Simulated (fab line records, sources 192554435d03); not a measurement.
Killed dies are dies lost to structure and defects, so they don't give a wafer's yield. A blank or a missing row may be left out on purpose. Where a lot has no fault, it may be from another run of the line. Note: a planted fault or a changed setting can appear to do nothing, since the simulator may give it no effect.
The tool behind it: which one?    flow n5Finfet    24 lots, 72 wafers sampled, at 6 steps of a route of 1938

## WHAT THE GAUGES SHOWED, per wafer
N5_BEOL_M14_THK_MEAS_50: measures by xrf. Usual: M14_THK gives 564 nm (standard deviation 18).
lot   measured      on            M14_THK (nm)  flag
L074  day 11 18:03  filmMetro-02  532 527 555   
L076  day 12 11:37  filmMetro-02  578 582 576   
L078  day 12 17:36  filmMetro-02  566 570 566   
L075  day 12 21:17  filmMetro-02  550 552 554   
L081  day 12 22:08  filmMetro-01  599 564 568   
L077  day 13 01:46  filmMetro-02  544 587 556   
L080  day 13 07:40  filmMetro-02  574 566 557   
L079  day 13 15:25  filmMetro-02  564 555 557   
L083  day 14 11:04  filmMetro-01  571 563 543   
L084  day 14 12:32  filmMetro-02  589 599 591   
L086  day 14 14:27  filmMetro-02  557 578 560   
L082  day 14 19:43  filmMetro-02  591 587 547   
L088  day 14 19:53  filmMetro-01  551 559 585   
L085  day 15 01:22  filmMetro-02  554 558 534   
L087  day 15 10:15  filmMetro-02  525 561 555   
L089  day 15 12:48  filmMetro-02  584 562 558   
L090  day 15 13:05  filmMetro-02  594 542 555   
L091  day 16 02:27  filmMetro-02  555 600 555   
L092  day 16 11:52  filmMetro-01  595 548 559   
L093  day 17 02:40  filmMetro-02  565 561 565   
L097  day 17 09:21  filmMetro-02  571 564 567   
L094  day 17 17:38  filmMetro-02  576 568 555   
L096  day 17 18:20  filmMetro-01  564 546 547   
L095  day 18 13:50  filmMetro-02  600 596 593   

N5_BEOL_M15_CD_MEAS_28: target cd 407.6 nm. Usual: cdNm 407.7 nm, standard deviation 2.6.
lot   measured      on        cdNm (nm)          flag
L074  day 11 20:45  cdSem-02  408.5 408.7 404.5  
L076  day 12 14:02  cdSem-02  407.1 409.5 405.8  
L078  day 12 20:02  cdSem-01  408.3 408.5 407.6  
L075  day 12 23:39  cdSem-02  408.8 408.1 410.6  
L081  day 13 00:31  cdSem-02  410.3 408.7 408.0  
L077  day 13 04:08  cdSem-02  409.7 407.6 407.4  
L080  day 13 10:09  cdSem-01  408.2 405.5 408.5  
L079  day 13 17:45  cdSem-03  406.3 408.9 409.4  
L083  day 14 13:32  cdSem-01  410.2 405.3 402.8  
L084  day 14 14:52  cdSem-02  408.8 406.8 406.6  
L086  day 14 16:52  cdSem-02  410.1 408.3 406.9  
L082  day 14 22:11  cdSem-02  406.7 407.1 403.4  
L088  day 14 22:32  cdSem-01  404.9 401.3 403.5  
L085  day 15 03:47  cdSem-01  405.4 409.0 411.2  
L087  day 15 12:38  cdSem-03  408.5 410.6 413.0  
L089  day 15 15:29  cdSem-03  406.6 406.4 402.5  
L090  day 15 15:40  cdSem-02  405.9 400.7 405.2  
L091  day 16 04:45  cdSem-01  406.7 407.9 405.7  
L092  day 16 14:27  cdSem-02  406.0 403.4 405.2  
L093  day 17 05:25  cdSem-01  408.7 410.1 408.5  
L097  day 17 11:49  cdSem-02  411.2 406.3 407.4  
L094  day 17 20:13  cdSem-01  403.6 406.7 406.5  
L096  day 17 21:03  cdSem-03  404.4 406.5 408.9  
L095  day 18 16:26  cdSem-01  407.6 409.5 410.5  

## TOOL THAT RAN EACH LOT (tool first, then ch and the chambers of the sampled wafers, then the start)
lot   N5_BEOL_M14_SPUTTER_45       N5_BEOL_M14_ANNEAL_48            N5_BEOL_M15_ILD_DEP_00           N5_BEOL_M15_ETCH_59
L074  pvdSputter-02, day 11 17:09  rtpAnneal-01 ch 0, day 11 17:32  pecvd-01 ch 0,1,2, day 11 18:14  rieDiel-04 ch 0,1,2, day 11 19:17
L076  pvdSputter-02, day 12 10:43  rtpAnneal-02 ch 0, day 12 11:04  pecvd-01 ch 1,2, day 12 11:49    rieDiel-04 ch 0,1, day 12 12:41
L078  pvdSputter-03, day 12 16:42  rtpAnneal-02 ch 0, day 12 17:01  pecvd-01 ch 0,2, day 12 17:47    rieDiel-03 ch 0,1,3, day 12 18:34
L075  pvdSputter-03, day 12 20:16  rtpAnneal-01 ch 0, day 12 20:47  pecvd-02 ch 0,1, day 12 21:29    rieDiel-03 ch 0,1, day 12 22:09
L081  pvdSputter-01, day 12 21:13  rtpAnneal-02 ch 0, day 12 21:36  pecvd-02 ch 0,1,2, day 12 22:20  rieDiel-03 ch 0,3, day 12 23:02
L077  pvdSputter-02, day 13 00:52  rtpAnneal-01 ch 0, day 13 01:18  pecvd-01 ch 0,1,2, day 13 02:04  rieDiel-03 ch 0,2,3, day 13 02:37
L080  pvdSputter-01, day 13 06:44  rtpAnneal-01 ch 0, day 13 07:07  pecvd-02 ch 1,2, day 13 07:51    rieDiel-02 ch 1,2,3, day 13 08:41
L079  pvdSputter-01, day 13 13:40  rtpAnneal-02 ch 0, day 13 14:49  pecvd-01 ch 1,2, day 13 15:37    rieDiel-04 ch 1,2,3, day 13 16:17
L083  pvdSputter-02, day 14 09:25  rtpAnneal-02 ch 0, day 14 10:13  pecvd-03 ch 0,1,2, day 14 11:16  rieDiel-04 ch 1,2,3, day 14 12:04
L084  pvdSputter-01, day 14 09:59  rtpAnneal-01 ch 0, day 14 11:57  pecvd-02 ch 0,1,2, day 14 12:44  rieDiel-04 ch 1,2, day 14 13:32
L086  pvdSputter-03, day 14 13:14  rtpAnneal-01 ch 0, day 14 13:56  pecvd-01 ch 0,2, day 14 14:38    rieDiel-02 ch 0,2,3, day 14 15:31
L082  pvdSputter-03, day 14 18:49  rtpAnneal-02 ch 0, day 14 19:10  pecvd-01 ch 1,2, day 14 19:55    rieDiel-02 ch 0,2,3, day 14 20:43
L088  pvdSputter-02, day 14 18:55  rtpAnneal-01 ch 0, day 14 19:17  pecvd-02 ch 0,1,2, day 14 20:04  rieDiel-04 ch 0,2,3, day 14 20:53
L085  pvdSputter-03, day 15 00:28  rtpAnneal-02 ch 0, day 15 00:49  pecvd-02 ch 0,1, day 15 01:34    rieDiel-02 ch 1,2,3, day 15 02:25
L087  pvdSputter-01, day 15 08:52  rtpAnneal-01 ch 0, day 15 09:42  pecvd-03 ch 0,1, day 15 10:26    rieDiel-04 ch 2,3, day 15 11:07
L089  pvdSputter-03, day 15 11:00  rtpAnneal-01 ch 0, day 15 12:20  pecvd-03 ch 0,1,2, day 15 13:06  rieDiel-02 ch 2,3, day 15 13:43
L090  pvdSputter-03, day 15 11:37  rtpAnneal-01 ch 0, day 15 12:31  pecvd-03 ch 0,1,2, day 15 13:16  rieDiel-04 ch 0,3, day 15 14:05
L091  pvdSputter-03, day 16 01:33  rtpAnneal-02 ch 0, day 16 01:51  pecvd-01 ch 0,2, day 16 02:38    rieDiel-04 ch 0,1,2, day 16 03:19
L092  pvdSputter-01, day 16 10:39  rtpAnneal-02 ch 0, day 16 11:16  pecvd-01 ch 1,2, day 16 12:03    rieDiel-04 ch 0,1,2, day 16 13:07
L093  pvdSputter-02, day 17 01:08  rtpAnneal-02 ch 0, day 17 02:07  pecvd-02 ch 0,2, day 17 02:52    rieDiel-02 ch 0,2, day 17 03:40
L097  pvdSputter-03, day 17 08:27  rtpAnneal-01 ch 0, day 17 08:48  pecvd-02 ch 0,2, day 17 09:32    rieDiel-03 ch 1,3, day 17 10:20
L094  pvdSputter-03, day 17 16:44  rtpAnneal-01 ch 0, day 17 17:02  pecvd-02 ch 0,1,2, day 17 17:51  rieDiel-02 ch 0,3, day 17 18:48
L096  pvdSputter-03, day 17 17:08  rtpAnneal-02 ch 0, day 17 17:45  pecvd-02 ch 0,1, day 17 18:34    rieDiel-02 ch 2,3, day 17 19:34
L095  pvdSputter-03, day 18 12:01  rtpAnneal-01 ch 0, day 18 13:14  pecvd-02 ch 0,1,2, day 18 14:01  rieDiel-04 ch 0,2,3, day 18 14:57
- N5_BEOL_M14_SPUTTER_45: material Cu, target thk 100 nm, time 16.67 s.
- N5_BEOL_M14_ANNEAL_48: time 90 s.
- N5_BEOL_M15_ILD_DEP_00: deposits SiO2 from TEOS/O2, target thk 1629.3 nm, time 346.1 s.
- N5_BEOL_M15_ETCH_59: etches BARC in N2/H2, target depth 89 nm, overetch 26.7 nm, time 67.9 s.

## WHAT THE TOOLS THEMSELVES READ (means of the sampled wafers that have a number; where no wafer has one, the mark that the record gives instead)
N5_BEOL_M14_SPUTTER_45. Usual: chuckGasFlowSccm 1.26 sccm, standard deviation 0.049; throttleValvePct 29.8 %, standard deviation 0.87.
lot   tool           chuckGasFlowSccm (sccm)  throttleValvePct (%)  flag
L074  pvdSputter-02  1.24                     29.6                  
L076  pvdSputter-02  1.22                     29.5                  
L078  pvdSputter-03  1.21                     29.0                  
L075  pvdSputter-03  1.32                     29.8                  
L081  pvdSputter-01  1.28                     30.4                  
L077  pvdSputter-02  1.22                     29.6                  
L080  pvdSputter-01  1.26                     30.4                  
L079  pvdSputter-01  1.26                     30.4                  
L083  pvdSputter-02  1.23                     29.4                  
L084  pvdSputter-01  1.25                     30.6                  
L086  pvdSputter-03  1.24                     29.3                  
L082  pvdSputter-03  1.25                     29.9                  
L088  pvdSputter-02  1.32                     29.5                  
L085  pvdSputter-03  1.25                     29.4                  
L087  pvdSputter-01  1.23                     30.7                  
L089  pvdSputter-03  1.24                     29.4                  
L090  pvdSputter-03  1.24                     30.5                  
L091  pvdSputter-03  1.27                     28.9                  
L092  pvdSputter-01  1.26                     30.7                  
L093  pvdSputter-02  1.27                     30.2                  
L097  pvdSputter-03  1.23                     29.0                  
L094  pvdSputter-03  1.26                     29.9                  
L096  pvdSputter-03  1.26                     30.3                  
L095  pvdSputter-03  1.28                     30.4                  

N5_BEOL_M14_ANNEAL_48. Usual: wafer_temp_C_max 226.3, standard deviation 0.35.
lot   tool          wafer_temp_C_max  flag
L074  rtpAnneal-01  226.5             
L076  rtpAnneal-02  226.0             
L078  rtpAnneal-02  226.3             
L075  rtpAnneal-01  226.4             
L081  rtpAnneal-02  226.2             
L077  rtpAnneal-01  226.4             
L080  rtpAnneal-01  226.3             
L079  rtpAnneal-02  225.8             
L083  rtpAnneal-02  226.0             
L084  rtpAnneal-01  226.6             
L086  rtpAnneal-01  226.8             
L082  rtpAnneal-02  226.4             
L088  rtpAnneal-01  226.5             
L085  rtpAnneal-02  226.0             
L087  rtpAnneal-01  226.9             
L089  rtpAnneal-01  226.3             
L090  rtpAnneal-01  226.6             
L091  rtpAnneal-02  225.9             
L092  rtpAnneal-02  226.0             
L093  rtpAnneal-02  226.2             
L097  rtpAnneal-01  226.3             
L094  rtpAnneal-01  226.5             
L096  rtpAnneal-02  226.1             
L095  rtpAnneal-01  226.4             

N5_BEOL_M15_ILD_DEP_00. Usual: heaterPowerW 548 W, standard deviation 110; showerheadPlenumPTorr 8.331 Torr, standard deviation 0.027; throttleValvePct 19.0 %, standard deviation 1.4.
lot   tool      heaterPowerW (W)  showerheadPlenumPTorr (Torr)  throttleValvePct (%)  flag
L074  pecvd-01  513               8.312                         19.8                  
L076  pecvd-01  518               8.316                         18.6                  
L078  pecvd-01  489               8.323                         18.9                  
L075  pecvd-02  423               8.323                         18.6                  
L081  pecvd-02  565               8.327                         17.9                  
L077  pecvd-01  506               8.316                         20.0                  
L080  pecvd-02  606               8.359                         17.7                  
L079  pecvd-01  537               8.348                         19.7                  
L083  pecvd-03  674               8.314                         19.5                  
L084  pecvd-02  519               8.338                         18.1                  
L086  pecvd-01  477               8.328                         18.9                  
L082  pecvd-01  512               8.339                         19.7                  
L088  pecvd-02  473               8.357                         18.3                  
L085  pecvd-02  455               8.330                         18.5                  
L087  pecvd-03  640               8.303                         19.9                  
L089  pecvd-03  604               8.313                         19.4                  
L090  pecvd-03  657               8.332                         19.3                  
L091  pecvd-01  583               8.318                         20.1                  
L092  pecvd-01  526               8.350                         19.7                  
L093  pecvd-02  517               8.317                         18.1                  
L097  pecvd-02  495               8.321                         18.1                  
L094  pecvd-02  484               8.331                         18.4                  
L096  pecvd-02  465               8.325                         18.7                  
L095  pecvd-02  557               8.345                         18.2                  

N5_BEOL_M15_ETCH_59. Usual: drypumpMotorCurrentA 5.6 A, standard deviation 0.39; oesProductAu 0.68 a.u., standard deviation 0.082; rfVppV 524.0 V, standard deviation 2.2; showerheadPlenumPTorr 2.56 Torr, standard deviation 0.07; throttleValvePct 17.94 %, standard deviation 0.28.
lot   tool        drypumpMotorCurrentA (A)  oesProductAu (a.u.)  rfVppV (V)  showerheadPlenumPTorr (Torr)  throttleValvePct (%)  flag
L074  rieDiel-04  5.8                       0.62                 524.9       2.61                          18.20                 
L076  rieDiel-04  5.9                       0.59                 523.1       2.56                          18.46                 
L078  rieDiel-03  5.5                       0.72                 522.1       2.50                          17.86                 
L075  rieDiel-03  5.1                       0.74                 521.4       2.49                          17.81                 
L081  rieDiel-03  5.9                       0.68                 522.4       2.51                          17.89                 
L077  rieDiel-03  5.7                       0.70                 523.2       2.52                          17.70                 
L080  rieDiel-02  5.7                       0.67                 523.9       2.54                          17.77                 
L079  rieDiel-04  5.5                       0.61                 524.9       2.61                          18.18                 
L083  rieDiel-04  5.5                       0.60                 525.8       2.61                          18.20                 
L084  rieDiel-04  5.7                       0.64                 525.6       2.61                          18.09                 
L086  rieDiel-02  5.4                       0.68                 523.1       2.52                          17.81                 
L082  rieDiel-02  5.4                       0.68                 523.2       2.52                          17.81                 
L088  rieDiel-04  5.6                       0.69                 526.6       2.63                          17.98                 
L085  rieDiel-02  5.7                       0.66                 524.0       2.53                          17.79                 
L087  rieDiel-04  5.5                       0.63                 526.4       2.65                          17.96                 
L089  rieDiel-02  5.2                       0.71                 523.9       2.54                          17.70                 
L090  rieDiel-04  5.7                       0.73                 525.1       2.62                          18.03                 
L091  rieDiel-04  5.8                       0.76                 525.0       2.60                          17.97                 
L092  rieDiel-04  5.8                       0.75                 524.5       2.60                          17.98                 
L093  rieDiel-02  5.5                       0.62                 522.7       2.49                          17.96                 
L097  rieDiel-03  5.6                       0.66                 523.0       2.51                          18.09                 
L094  rieDiel-02  5.2                       0.71                 521.7       2.47                          17.85                 
L096  rieDiel-02  5.2                       0.69                 523.2       2.53                          17.72                 
L095  rieDiel-04  5.6                       0.74                 526.1       2.63                          17.85                 

## THE ANSWER, worked out from the rows above alone
Rule: a lot counts as off when the mean over its wafers that have a number is more than 3 standard deviations away from the usual mean. Also off: a lot with no number at a reading for which 4 or more lots have one. Any other lot the step has rows for is counted as sound. The gauges are gone through in route order, then the tools' own readings, and for those a lot's mean is taken as printed above. At the first step where some lot is off, the reading lying furthest off is the one used; lots without a number count as furthest.
Across all readings shown, no lot is off: no conclusion can be drawn from this.

## WHAT THE SIMULATOR HAD PUT IN
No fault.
